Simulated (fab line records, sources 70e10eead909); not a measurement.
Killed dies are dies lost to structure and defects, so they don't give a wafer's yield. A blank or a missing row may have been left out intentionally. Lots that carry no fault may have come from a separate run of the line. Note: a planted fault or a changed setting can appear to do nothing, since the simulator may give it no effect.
Tool commonality check + flow nand-harc + Lots sampled 10, wafers sampled 30

== THE REASON FOR OPENING IT ==
On 2 of the 10 lots, a flag is raised at NHARC_A_BONDPAD_THK_MEAS_20 on the reading thk-nm. Wafers without a fault read 169.7 nm, standard deviation 1.4.
Rule: a lot is flagged in two cases, either no wafer of it has a number, or all its wafers with numbers fall more than 4 standard deviations from that mean. As for the other lots, they are considered sound.

| lot  | measured     | on            | thk-nm (nm), wafer by wafer | flag    |
|------|--------------|---------------|-----------------------------|---------|
| L819 | day 18 05:19 | film-metro-01 | 170.0 168.6 167.1           |         |
| L820 | day 18 06:08 | film-metro-01 | 404.5 402.2 405.7           | FLAGGED |
| L822 | day 18 09:02 | film-metro-02 | 405.3 404.7 402.2           | FLAGGED |
| L826 | day 20 06:50 | film-metro-01 | 170.0 171.1 169.7           |         |
| L831 | day 21 01:42 | film-metro-01 | 172.4 170.8 172.1           |         |
| L833 | day 21 10:49 | film-metro-02 | 171.1 171.1 171.1           |         |
| L834 | day 21 22:53 | film-metro-02 | 169.2 168.1 167.9           |         |
| L837 | day 22 18:12 | film-metro-02 | 169.4 169.0 169.6           |         |
| L841 | day 23 14:14 | film-metro-02 | 169.4 168.8 169.0           |         |
| L840 | day 23 18:58 | film-metro-01 | 169.1 170.0 168.7           |         |
Averaged over the flagged lots the numbers come to 404.1 nm, +234.4 nm from the usual (+99 or more standard deviations).

== TOOL THAT RAN EACH LOT ==
Before the reading, the record contains 3 process steps out of a 1159-step route. Read each cell as the tool, then ch plus the chambers that the sampled wafers visited, then the start.
| lot  | flag    | NHARC_A_BONDPAD_ETCH_34            | NHARC_A_BONDPAD_STRIP_15           | NHARC_A_BONDPAD_CMP_19        |
|------|---------|------------------------------------|------------------------------------|-------------------------------|
| L819 |         | rie-diel-06 ch 0,3, day 18 03:01   | rie-diel-06 ch 0,1,2, day 18 03:20 | cmp-04 ch 0,1,3, day 18 04:59 |
| L820 | FLAGGED | rie-diel-02 ch 1,2,3, day 18 03:53 | rie-diel-06 ch 1,2, day 18 04:11   | cmp-04 ch 0,1,3, day 18 05:52 |
| L822 | FLAGGED | rie-diel-06 ch 1,2, day 18 06:05   | rie-diel-06 ch 0,1, day 18 06:23   | cmp-04 ch 2,3, day 18 08:43   |
| L826 |         | rie-diel-06 ch 0,1, day 20 04:35   | rie-diel-06 ch 0,2, day 20 04:53   | cmp-01 ch 0,1,3, day 20 06:31 |
| L831 |         | rie-diel-11 ch 1,2,3, day 20 23:08 | rie-diel-11 ch 0,2,3, day 20 23:27 | cmp-04 ch 0,2, day 21 01:23   |
| L833 |         | rie-diel-06 ch 0,2, day 21 08:30   | rie-diel-02 ch 0,2,3, day 21 08:51 | cmp-04 ch 0,2, day 21 10:29   |
| L834 |         | rie-diel-11 ch 0,1,3, day 21 19:46 | rie-diel-06 ch 0,1,2, day 21 20:05 | cmp-04 ch 1,2,3, day 21 22:34 |
| L837 |         | rie-diel-06 ch 0,3, day 22 15:22   | rie-diel-06 ch 0,2,3, day 22 15:43 | cmp-01 ch 2,3, day 22 17:53   |
| L841 |         | rie-diel-02 ch 1,2, day 23 11:58   | rie-diel-02 ch 0,1,3, day 23 12:17 | cmp-04 ch 0,2, day 23 13:55   |
| L840 |         | rie-diel-02 ch 0,2,3, day 23 16:22 | rie-diel-02 ch 0,2,3, day 23 16:49 | cmp-01 ch 0,1,2, day 23 18:39 |
What the steps here do:
- NHARC_A_BONDPAD_ETCH_34: etches the open film in N2/H2, target depth 60 nm, overetch 18 nm, time 65.91 s.
- NHARC_A_BONDPAD_STRIP_15: strips in O2.
- NHARC_A_BONDPAD_CMP_19: polishes, t overpolish 30 s, cu recess touch 16 s, target thk 169.8 nm.
- NHARC_A_BONDPAD_THK_MEAS_20: measures by xrf.

== FLAGGED AGAINST TOTAL, ONE TOOL AT A TIME (gauges that did the reading follow at the end) ==
| step                        | tool          | lots run | flagged | share of the flagged lots | sound lots run after its first flagged lot |
|-----------------------------|---------------|----------|---------|---------------------------|--------------------------------------------|
| NHARC_A_BONDPAD_ETCH_34     | rie-diel-02   | 3        | 1       | some                      | 2 (L841,L840)                              |
| NHARC_A_BONDPAD_ETCH_34     | rie-diel-06   | 5        | 1       | some                      | 3 (L826,L833,L837)                         |
| NHARC_A_BONDPAD_ETCH_34     | rie-diel-11   | 2        | 0       | none                      | -                                          |
| NHARC_A_BONDPAD_STRIP_15    | rie-diel-02   | 3        | 0       | none                      | -                                          |
| NHARC_A_BONDPAD_STRIP_15    | rie-diel-06   | 6        | 2       | all                       | 3 (L826,L834,L837)                         |
| NHARC_A_BONDPAD_STRIP_15    | rie-diel-11   | 1        | 0       | none                      | -                                          |
| NHARC_A_BONDPAD_CMP_19      | cmp-01        | 3        | 0       | none                      | -                                          |
| NHARC_A_BONDPAD_CMP_19      | cmp-04        | 7        | 2       | all                       | 4 (L831,L833,L834,L841)                    |
| NHARC_A_BONDPAD_THK_MEAS_20 | film-metro-01 | 5        | 1       | some                      | 3 (L826,L831,L840)                         |
| NHARC_A_BONDPAD_THK_MEAS_20 | film-metro-02 | 5        | 1       | some                      | 4 (L833,L834,L837,L841)                    |

== WHAT THE TABLE PERMITS ==
rie-diel-06 at NHARC_A_BONDPAD_STRIP_15 and cmp-04 at NHARC_A_BONDPAD_CMP_19 are the 2 rows of the table that ran each flagged lot.
- rie-diel-06 at NHARC_A_BONDPAD_STRIP_15 ran 6 lots, 2 of them flagged. After the first flagged lot (L826, L834, L837), sound lots still ran on it; a lasting fault on the whole tool would not permit that.
- cmp-04 at NHARC_A_BONDPAD_CMP_19 ran 7 lots, 2 of them flagged. After the first flagged lot (L831, L833, L834, L841), sound lots still ran on it; a lasting fault on the whole tool would not permit that. On the flagged lots its readings are blank where sound lots have values: edge-zone-pressure-frac, motor-current-A, overpolish-run-s, slurry-flow-ml-min.
No row of the table ran every flagged lot and no sound lot after the first.

== WHAT THE SIMULATOR HAD INSERTED ==
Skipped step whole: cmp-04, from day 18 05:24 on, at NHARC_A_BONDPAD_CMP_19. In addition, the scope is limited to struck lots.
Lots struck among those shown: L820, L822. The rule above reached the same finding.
